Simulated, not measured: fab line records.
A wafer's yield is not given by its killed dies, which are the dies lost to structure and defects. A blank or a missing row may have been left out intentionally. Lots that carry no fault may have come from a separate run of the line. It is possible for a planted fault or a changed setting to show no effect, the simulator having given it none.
A lot that was struck, set against a sound lot :: flow n5Finfet :: 20 out of 1938 route steps
Sound: these wafers, L716.2, L716.5, L716.6. Wafers struck: L729.3, L729.4, L729.6. The cause is named last.
Per side, at each step with rows, come the tool, then ch with its chambers, and then its first start. Under that, the readings that differ: sound wafers :: struck wafers :: difference of the means :: sigmas: that difference in standard deviations of wafers without a fault.
alike: a reading whose means differ by less than 2 such deviations, as well as words and numbers matching on both sides. not compared: withheld readings; readings where some wafer has no value; bounds like >300 that might hide an equal value; numbers whose values overlap and for which the record gives no deviation.
The two part at a step that has a row with sigmas, a row that says differs or no value, or rows on one side only. Numbers that don't overlap but have no deviation are shown without sigmas and don't part them. A reading missing from all wafers of one side parts the sides only when that side holds two or more wafers.

first, 8 steps without rows for these wafers: N5_BEOL_M9_CMP_52 (polishes, stops on SiCOH lowk, t overpolish 7 s, target thk 140 nm); N5_BEOL_M9_PRE_CLEAN_55 (time 15 s); N5_BEOL_M9_DEP_56 (deposits SiCN from 3MS/NH3, target thk 15 nm, time 26.5 s); N5_BEOL_M10_ILD_DEP_00 (deposits SiCOH lowk from DEMS/porogen, target thk 308.51 nm, time 58 s); N5_BEOL_M10_CURE_71 (cures SiCOH lowk, time 240 s); N5_BEOL_M10_PECVD_70 (deposits SiO2 from TEOS/O2, target thk 20 nm, time 22.7 s); N5_BEOL_M10_HM_DEP_02 (deposits TiN, target thk 20 nm); N5_BEOL_M10_COAT_59 (time 60 s, resist thk 100 nm).
N5_BEOL_M10_COAT_60: time 60 s, resist thk 30 nm.
  sound on lithoTrack-03 ch 0, day 14 07:16; struck on lithoTrack-05 ch 0, day 17 16:12
reading: spinSpeedRpm (rpm)
sound: 1499.5 1499.8 1500.1
struck: 1837.1 1835.6 1835.8
difference: +336.4
sigmas: +99 or more

reading: model.SiARC_of_BEOL_M10_COAT_60.thkNm (nm)
sound: 30 30 30
struck: 27 27.2 27.2
difference: -3
sigmas: 
  alike: chillPlateTempC
then, 7 steps without rows for these wafers: N5_BEOL_M10_COAT_05 (resist thk 90 nm); N5_BEOL_M10_EBR_07; N5_BEOL_M10_SOFTBAKE_06 (time 60 s); N5_BEOL_M10_EXPOSE_08 (exposes mask M10); N5_BEOL_M10_PEB_09 (peb time 60 s); N5_BEOL_M10_DEVELOP_10 (develop time 30 s); N5_BEOL_M10_DESCUM_16 (chemistry O2, time 7.9 s).
N5_BEOL_M10_ETCH_61: etches SiARC in CF4, target depth 39 nm, time 65 s.
  sound on rieDiel-04 ch 1,2,3, day 14 07:45; struck on rieDiel-04 ch 0,1,2, day 17 16:59
reading: etchRfOnTimeS (s)
sound: 67.1 67.5 66.8
struck: 59.8 58.5 60.6
difference: -7.5
sigmas: -7

reading: model.etch.depthNm (nm)
sound: 30.1 30.08 30.01
struck: 27.1 27.13 27.13
difference: -2.9
sigmas: 

reading: model.CAR-ArF_of_BEOL_M10_COAT_05.thkNm (nm)
sound: 55.6 55.6 55.6
struck: 58.4 58.6 58.4
difference: +2.9
sigmas: 
  alike: drypumpMotorCurrentA, oesProductAu, rfVppV, showerheadPlenumPTorr, throttleValvePct
  not compared: rfHoursCounterH
N5_BEOL_M10_ETCH_62: etches SOC in N2/H2, target depth 110 nm, overetch 22 nm, time 165 s.
  sound on rieDiel-04 ch 1,2,3, day 14 07:48; struck on rieDiel-04 ch 0,1,2, day 17 17:02
reading: model.SiARC_of_BEOL_M10_COAT_60.thkNm (nm)
sound: 23.6 23.8 23.4
struck: 20.8 20.4 20.8
difference: -2.9
sigmas: 
  alike: drypumpMotorCurrentA, oesProductAu, rfVppV, showerheadPlenumPTorr, throttleValvePct
  not compared: rfHoursCounterH
then, 1 step without rows for these wafers: N5_BEOL_M10_STRIP_68 (strips in N2/H2).
N5_PASSIVATION_PROBE_49:
  the record has rows for the sound wafers here (prober-02, day 16 16:08) and none for the struck ones

## WHERE THEY PART
Last at N5_PASSIVATION_PROBE_49 as far as this record goes, first at N5_BEOL_M10_COAT_60.

WHY: the cause the simulator had injected
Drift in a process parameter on lithoTrack-05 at N5_BEOL_M10_COAT_60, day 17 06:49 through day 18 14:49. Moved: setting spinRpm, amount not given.
